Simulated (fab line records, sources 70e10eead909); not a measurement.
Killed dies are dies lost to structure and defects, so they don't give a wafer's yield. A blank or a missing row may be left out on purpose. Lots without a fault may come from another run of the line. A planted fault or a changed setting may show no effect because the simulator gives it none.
Which tool did it? | flow nand_harc | 12 lots, 36 wafers sampled, at 5 steps of a route of 1159

WHAT THE GAUGES READ, wafer by wafer
NHARC_END_SORT_01. Usual: defect_limited_yield 95.3 %, standard deviation 1.7; killed_at_array 28, standard deviation 11; killed_at_other 0.5, standard deviation 0.85; killed_at_periphery 2.7, standard deviation 1.9; killed_dies 32, standard deviation 12; killed_open 3.3, standard deviation 1.6; killed_short 2.1, standard deviation 1.5; sort_bin_2_pct 1.5 %, standard deviation 0.71; sort_bin_3_pct 0.25 %, standard deviation 0.23; sort_bin_4_pct 3.0 %, standard deviation 1.1; sort_n_pass 645, standard deviation 12; sort_rim_yield_pct 95 %, standard deviation 3.1; sort_yield_pct 95.3 %, standard deviation 1.7.
lot  | measured     | on        | defect_limited_yield (%) | killed_at_array | killed_at_other | killed_at_periphery | killed_dies | killed_open | killed_short | sort_bin_2_pct (%) | sort_bin_3_pct (%) | sort_bin_4_pct (%) | sort_n_pass | sort_rim_yield_pct (%) | sort_yield_pct (%) | flag
L601 | day 20 01:04 | prober-01 | 96.8 94.5 95.1           | 22 33 29        | 0 0 0           | 0 4 4               | 22 37 33    | 2 3 2       | 1 1 3        | 1.0 1.2 1.2        | 0.15 0.15 0.74     | 2.1 4.1 3.0        | 655 640 644 | 95 94 95               | 96.8 94.5 95.1     |

WHICH TOOL RAN EACH LOT (tool, then ch and the chambers of the sampled wafers, then the start)
lot  | NHARC_P_M1_ANNEAL_31             | NHARC_P_BONDPAD_DEP_00          | NHARC_P_BONDPAD_DESCUM_11          | NHARC_P_BONDPAD_STRIP_15
L599 | rtp_anneal-02 ch 0, day 6 04:22  | pecvd-01 ch 1,2, day 6 09:48    | rie_diel-06 ch 0,1,3, day 6 11:15  | rie_diel-11 ch 0,2,3, day 6 11:37
L601 | rtp_anneal-02 ch 0, day 6 09:12  | pecvd-01 ch 0,2, day 6 14:49    | rie_diel-02 ch 1,2, day 6 16:15    | rie_diel-06 ch 0,2, day 6 16:40
L602 | rtp_anneal-02 ch 0, day 7 06:32  | pecvd-01 ch 0,2, day 7 12:20    | rie_diel-06 ch 0,2,3, day 7 13:37  | rie_diel-06 ch 0,1,2, day 7 14:02
L603 | rtp_anneal-02 ch 0, day 7 07:17  | pecvd-04 ch 0,1, day 7 13:49    | rie_diel-11 ch 1,2,3, day 7 15:22  | rie_diel-02 ch 0,1,3, day 7 15:56
L604 | rtp_anneal-02 ch 0, day 7 11:45  | pecvd-04 ch 0,1, day 7 17:38    | rie_diel-06 ch 1,2,3, day 7 19:02  | rie_diel-06 ch 1,2,3, day 7 19:25
L605 | rtp_anneal-01 ch 0, day 7 12:49  | pecvd-04 ch 0,1,2, day 7 18:16  | rie_diel-06 ch 1,2,3, day 7 19:44  | rie_diel-11 ch 0,1,3, day 7 20:09
L606 | rtp_anneal-02 ch 0, day 7 21:26  | pecvd-02 ch 1,2, day 8 02:52    | rie_diel-06 ch 2,3, day 8 05:08    | rie_diel-06 ch 2,3, day 8 05:33
L607 | rtp_anneal-01 ch 0, day 8 02:11  | pecvd-04 ch 0,1,2, day 8 07:47  | rie_diel-06 ch 0,1,3, day 8 09:14  | rie_diel-06 ch 1,2,3, day 8 09:38
L609 | rtp_anneal-01 ch 0, day 8 07:40  | pecvd-01 ch 0,1,2, day 8 13:17  | rie_diel-06 ch 1,2,3, day 8 15:22  | rie_diel-11 ch 1,3, day 8 15:51
L608 | rtp_anneal-01 ch 0, day 8 07:55  | pecvd-01 ch 1,2, day 8 13:39    | rie_diel-06 ch 0,1,2, day 8 15:37  | rie_diel-06 ch 0,1, day 8 16:00
L617 | rtp_anneal-01 ch 0, day 10 16:04 | pecvd-04 ch 0,1,2, day 10 22:15 | rie_diel-06 ch 0,2,3, day 10 23:33 | rie_diel-06 ch 0,2,3, day 10 23:56
L618 | rtp_anneal-02 ch 0, day 10 21:19 | pecvd-04 ch 0,1,2, day 11 03:26 | rie_diel-02 ch 2,3, day 11 04:44   | rie_diel-11 ch 0,1,2, day 11 05:10
- NHARC_P_M1_ANNEAL_31: time 90 s.
- NHARC_P_BONDPAD_DEP_00: deposits SiCN, target thk 250 nm.
- NHARC_P_BONDPAD_DESCUM_11: chemistry O2, time 3 s.
- NHARC_P_BONDPAD_STRIP_15: strips in O2.

WHAT THE TOOLS THEMSELVES READ (means of the sampled wafers that have a number; where no wafer has one, the mark that the record gives instead)
NHARC_P_M1_ANNEAL_31. Usual: wafer_temp_C_max 225.97, standard deviation 0.28.
lot  | tool          | wafer_temp_C_max | flag
L599 | rtp_anneal-02 | 225.97           |
L601 | rtp_anneal-02 | 226.11           |
L602 | rtp_anneal-02 | 226.04           |
L603 | rtp_anneal-02 | 226.03           |
L604 | rtp_anneal-02 | 225.92           |
L605 | rtp_anneal-01 | 225.85           |
L606 | rtp_anneal-02 | 226.05           |
L607 | rtp_anneal-01 | 225.79           |
L609 | rtp_anneal-01 | 225.89           |
L608 | rtp_anneal-01 | 225.91           |
L617 | rtp_anneal-01 | 225.70           |
L618 | rtp_anneal-02 | 225.75           |

NHARC_P_BONDPAD_DEP_00. Usual: heater_power_w 584 W, standard deviation 71.
lot  | tool     | heater_power_w (W) | flag
L599 | pecvd-01 | 560                |
L601 | pecvd-01 | 623                |
L602 | pecvd-01 | 628                |
L603 | pecvd-04 | 534                |
L604 | pecvd-04 | 595                |
L605 | pecvd-04 | 583                |
L606 | pecvd-02 | 505                |
L607 | pecvd-04 | 576                |
L609 | pecvd-01 | 635                |
L608 | pecvd-01 | 552                |
L617 | pecvd-04 | 557                |
L618 | pecvd-04 | 565                |

NHARC_P_BONDPAD_DESCUM_11. Usual: drypump_motor_current_A 6.1 A, standard deviation 0.45; oes_product_au 0.999 a.u., standard deviation 0.0078; rf_vpp_V 58.0 V, standard deviation 0.89; showerhead_plenum_p_Torr 1.94 Torr, standard deviation 0.075; throttle_valve_pct 11.311 %, standard deviation 0.0098.
lot  | tool        | drypump_motor_current_A (A) | oes_product_au (a.u.) | rf_vpp_V (V) | showerhead_plenum_p_Torr (Torr) | throttle_valve_pct (%) | flag
L599 | rie_diel-06 | 6.4                         | 1.009                 | 57.2         | 1.93                            | 11.317                 |
L601 | rie_diel-02 | 5.5                         | 0.994                 | 57.4         | 1.85                            | 11.312                 |
L602 | rie_diel-06 | 6.2                         | 1.001                 | 58.5         | 1.99                            | 11.310                 |
L603 | rie_diel-11 | 5.6                         | 1.008                 | 57.9         | 1.97                            | 11.314                 |
L604 | rie_diel-06 | 6.1                         | 1.002                 | 57.9         | 1.94                            | 11.304                 |
L605 | rie_diel-06 | 6.1                         | 1.008                 | 58.5         | 1.94                            | 11.315                 |
L606 | rie_diel-06 | 6.1                         | 0.994                 | 58.9         | 1.99                            | 11.309                 |
L607 | rie_diel-06 | 6.4                         | 1.003                 | 58.2         | 1.93                            | 11.300                 |
L609 | rie_diel-06 | 6.1                         | 0.999                 | 58.9         | 1.94                            | 11.312                 |
L608 | rie_diel-06 | 6.1                         | 1.002                 | 57.5         | 1.94                            | 11.311                 |
L617 | rie_diel-06 | 6.1                         | 0.997                 | 58.1         | 1.99                            | 11.313                 |
L618 | rie_diel-02 | 6.0                         | 1.003                 | 57.7         | 1.84                            | 11.307                 |

NHARC_P_BONDPAD_STRIP_15. Usual: drypump_motor_current_A 6.0 A, standard deviation 0.47; oes_product_au 1.001 a.u., standard deviation 0.0077; rf_vpp_V 57.9 V, standard deviation 0.82; showerhead_plenum_p_Torr 3.57 Torr, standard deviation 0.13; throttle_valve_pct 17.036 %, standard deviation 0.0093.
lot  | tool        | drypump_motor_current_A (A) | oes_product_au (a.u.) | rf_vpp_V (V) | showerhead_plenum_p_Torr (Torr) | throttle_valve_pct (%) | flag
L599 | rie_diel-11 | 5.7                         | 0.994                 | 57.4         | 3.64                            | 17.030                 |
L601 | rie_diel-06 | 6.2                         | 0.996                 | 57.2         | 3.67                            | 17.040                 |
L602 | rie_diel-06 | 6.1                         | 1.003                 | 57.9         | 3.57                            | 17.038                 |
L603 | rie_diel-02 | 6.0                         | 0.996                 | 57.8         | 3.35                            | 17.046                 |
L604 | rie_diel-06 | 6.1                         | 1.004                 | 58.0         | 3.57                            | 17.040                 |
L605 | rie_diel-11 | 5.8                         | 0.994                 | 59.3         | 3.59                            | 17.037                 |
L606 | rie_diel-06 | 6.1                         | 0.999                 | 58.1         | 3.66                            | 17.044                 |
L607 | rie_diel-06 | 6.1                         | 1.003                 | 57.4         | 3.57                            | 17.045                 |
L609 | rie_diel-11 | 5.7                         | 1.005                 | 58.4         | 3.59                            | 17.037                 |
L608 | rie_diel-06 | 6.4                         | 1.003                 | 58.1         | 3.47                            | 17.041                 |
L617 | rie_diel-06 | 6.2                         | 1.000                 | 58.5         | 3.66                            | 17.038                 |
L618 | rie_diel-11 | 5.8                         | 0.998                 | 59.0         | 3.61                            | 17.036                 |

THE ANSWER, worked out from the rows above alone
Rule: a lot is off if the mean of its wafers that have a number lies more than 3 standard deviations from the usual mean. A lot without any number at a reading at which 4 lots or more have one is off too. The other lots that the step has rows for count as sound. The gauges are gone through in route order, then the tools' own readings, and for those a lot's mean is taken as printed above. The first step at which some lot is off is used, and at that step the reading that is off furthest; a lot without a number counts as furthest.
No lot is off at any reading shown: from this, nothing can be told.

WHAT THE SIMULATOR HAD PUT IN
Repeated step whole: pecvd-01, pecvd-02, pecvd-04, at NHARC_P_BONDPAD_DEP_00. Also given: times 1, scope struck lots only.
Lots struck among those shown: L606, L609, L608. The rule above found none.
